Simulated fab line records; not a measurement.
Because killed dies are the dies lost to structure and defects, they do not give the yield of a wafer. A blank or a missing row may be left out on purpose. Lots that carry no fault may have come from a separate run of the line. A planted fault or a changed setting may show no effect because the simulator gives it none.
Matching of chambers	flow nand-harc	NHARC_P_M1_ETCH_35 on rie-diel-10: 4 sister chambers
The step etches the open film in N2/H2, target depth 40 nm, overetch 12 nm, time 43.94 s. 8 wafers are shown with their chamber, then 7 later ones without.

EACH WAFER AND ITS CHAMBER
wafer	chamber	showerhead-plenum-p-Torr (Torr)	drypump-motor-current-A (A)
L079.1	3	1.99	5.6
L085.4	0	2.19	5.6
L085.6	3	1.98	5.6
L089.3	1	1.90	6.0
L089.4	0	2.19	5.7
L089.6	2	2.20	5.5
L091.1	2	2.20	5.5
L091.3	1	1.90	5.9

WAFERS WHOSE CHAMBER IS MISSING
wafer	showerhead-plenum-p-Torr (Torr)	drypump-motor-current-A (A)
L091.6	2.19	5.7
L096.3	2.19	5.6
L096.4	1.90	5.9
L096.6	1.98	5.6
L097.3	2.19	5.6
L097.5	1.90	6.0
L097.6	2.20	5.5

THE CHAMBER EACH PASSED THROUGH
wafer	from the rows above	in truth
L091.6	0	0
L096.3	0	0
L096.4	1	1
L096.6	3	3
L097.3	0	0
L097.5	1	1
L097.6	2	2
7 of 7 placed correctly. From these rows, 0 cannot be placed. Placed wrongly: 0.
How it was worked out, from the rows above alone: a wafer's distance from a chamber is the root of the sum, over the readings, of the square of ((its reading less the chamber's mean) divided by the reading's scatter). The wafer belongs to the nearest chamber; if the next one is less than 2 further off, it can't be placed. For every chamber, the mean is computed from those of its wafers that are shown. The scatter: the root of (the sum of the squares of (reading less its chamber's mean) over the shown wafers, divided by (wafers less chambers)).
